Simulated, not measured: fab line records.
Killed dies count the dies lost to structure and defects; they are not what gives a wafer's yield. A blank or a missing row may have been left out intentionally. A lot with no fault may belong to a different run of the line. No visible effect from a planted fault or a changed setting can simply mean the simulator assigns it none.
Comparing a struck lot with a sound one -- flow n5_finfet -- 33 out of 1938 route steps
Sound: these wafers, L598.1, L598.5, L598.6. Wafers L603.4, L603.5, L603.6 were the ones struck. The cause is named last.
For every step that has rows: the tool of each side, followed by ch and its chambers, followed by its first start. Under that, the readings that differ: sound wafers -- struck wafers -- difference of the means -- sigmas: that difference in standard deviations of wafers without a fault.
alike: readings whose means differ by less than 2 such deviations, and words and numbers that are the same on both sides. not compared: withheld readings, readings that some wafer has no value for, bounds like >300 that may hide the same value, and numbers for which the record gives no deviation and whose values overlap.
The two part at a step that has a row with sigmas, a row that says differs or no value, or rows on one side only. Numbers that have no deviation but don't overlap get no sigmas and don't part them. Lack of a reading on every wafer of one side parts them only where that side has two or more wafers.

first, 2 steps without rows for these wafers: N5_HKMG_FIN_ETCH_55 (etches SOC in N2/H2, target depth 240 nm, time 300 s); N5_HKMG_FIN_STRIP_56 (strips in N2/H2).
N5_HKMG_FIN_STRIP_57: strips in CF4.
  sound on rie_diel-06 ch 0,3, day 4 06:15; struck on rie_diel-06 ch 0,1,2, day 5 16:26
  alike: drypump_motor_current_A, oes_product_au, rf_vpp_V, showerhead_plenum_p_Torr, throttle_valve_pct
  not compared: rf_hours_counter_h
N5_HKMG_FIN_ETCH_58: etches SOC in N2/H2, target depth 215.8 nm, time 741 s.
  sound on rie_diel-06 ch 0,3, day 4 06:16; struck on rie_diel-06 ch 0,1,2, day 5 16:27
  alike: drypump_motor_current_A, oes_product_au, rf_vpp_V, showerhead_plenum_p_Torr, throttle_valve_pct
  not compared: rf_hours_counter_h
then, 5 steps without rows for these wafers: N5_HKMG_FIN_STRIP_93 (strips SOC in N2/H2, time 20 s); N5_HKMG_FIN_WET_ETCH_76 (etches Al2O3 in dNH4OH, stops on La2O3, target depth 2.25 nm, rinse time 30 s); N5_HKMG_FIN_STRIP_60 (strips in N2/H2, time 360 s); N5_HKMG_FIN_WET_ETCH_77 (etches La2O3 in dHCl, stops on HfO2, target depth 2 nm); N5_HKMG_FIN_WET_ETCH_78 (etches Al2O3 in dNH4OH, stops on La2O3, target depth 4.5 nm, rinse time 30 s).
N5_HKMG_FIN_ALD_79: deposits TiN, target thk 1.5 nm, pulse time 1 s, purge time 3 s.
  sound on ald_metal-03 ch 1,2,3, day 4 07:20; struck on ald_metal-01 ch 2,3, day 5 17:31
  alike: heater_power_w, precursor_pulse_height_rel
N5_HKMG_FIN_CVD_62: deposits a-Si from Si2H6, target thk 3 nm, time 20.8 s.
  sound on thermal_cvd_si-02 ch 1,2, day 4 07:42; struck on thermal_cvd_si-01 ch 0,1,2, day 5 17:56
  alike: heater_power_w
then, 1 step without rows for these wafers: N5_HKMG_FIN_RTA_80 (time 2 s).
N5_HKMG_FIN_PRECLEAN_64: cleans in dHF, time 30 s.
  sound on wet_bench-02 ch 0,3,4, day 4 07:59; struck on wet_bench-06 ch 1,4,7, day 5 18:19
then, 3 steps without rows for these wafers: N5_HKMG_FIN_WET_ETCH_65 (etches a-Si in TMAH, stops on TiN, time 49 s, target depth 3 nm); N5_HKMG_FIN_WET_ETCH_81 (etches TiN in SC1, stops on HfO2, time 57 s, target depth 6 nm); N5_HKMG_FIN_WET_ETCH_82 (etches La2O3 in dHCl, stops on HfO2, target depth 2 nm, rinse time 30 s).
N5_HKMG_FIN_ALD_36: deposits TiN, target thk 1 nm, pulse time 1 s, purge time 3 s.
  sound on ald_metal-01 ch 0,3, day 4 08:06; struck on ald_metal-03 ch 0,1, day 5 18:26
  alike: heater_power_w, precursor_pulse_height_rel
N5_HKMG_FIN_THK_MEAS_70: measures by xrf.
  sound: film_metro-01 at day 4 08:23; struck: film_metro-02 at day 5 18:43
  alike: HK_THK
then, 9 steps without rows for these wafers: N5_HKMG_FIN_PWFM_ALD_03 (deposits TiN, target thk 2 nm, pulse time 1 s, purge time 3 s); N5_HKMG_FIN_COAT_29 (time 60 s, resist thk 300 nm); N5_HKMG_FIN_COAT_30 (time 60 s, resist thk 35 nm); N5_HKMG_FIN_COAT_06 (resist thk 90 nm); N5_HKMG_FIN_EBR_08; N5_HKMG_FIN_SOFTBAKE_07 (time 60 s); N5_HKMG_FIN_EXPOSE_09 (exposes mask NWFM); N5_HKMG_FIN_PEB_10 (peb time 60 s); N5_HKMG_FIN_DEVELOP_11 (develop time 30 s).
N5_HKMG_FIN_CD_MEAS_12: target cd 92.8 nm.
  sound on cd_sem-02 ch 0, day 4 09:16; struck on cd_sem-02 ch 0, day 5 19:35
  alike: cd_nm
N5_HKMG_FIN_OVL_MEAS_13:
  sound on overlay-01 ch 0, day 4 09:17; struck on overlay-02 ch 0, day 5 19:37
  alike: NWFM_OVL
N5_HKMG_FIN_INSPECT_14: inspects for defects (macro).
  sound: defect_inspect-01 at day 4 09:19; struck: defect_inspect-02 at day 5 19:38
reading,sound,struck,difference,sigmas
raw_defect_count,0 1 1,>300 >300 >300,differs,
then, 1 step without rows for these wafers: N5_HKMG_FIN_DESCUM_17 (chemistry O2, time 7.9 s).
-- record jumps: 4 days separate the struck wafers' starts on either side; left off in module HKMG_FIN, taken up again in module BEOL_M4, whose first shown step is the route's number 1111 --
N5_BEOL_M4_RC_MEAS_101:
  sound on prober-01 ch 0, day 7 16:32; struck on prober-02 ch 0, day 9 09:31
  alike: DIBL_N, DIBL_P, IOFF_N, IOFF_P, ION_N, ION_P, SS_N, SS_P, VT_N, VT_P
N5_PASSIVATION_PROBE_49:
  sound wafers here have rows in the record (prober-01, day 11 23:18); struck ones have none

== WHERE THEY PART ==
At N5_HKMG_FIN_INSPECT_14 first; at N5_PASSIVATION_PROBE_49 last (within this record only).

WHY: the cause the simulator had injected
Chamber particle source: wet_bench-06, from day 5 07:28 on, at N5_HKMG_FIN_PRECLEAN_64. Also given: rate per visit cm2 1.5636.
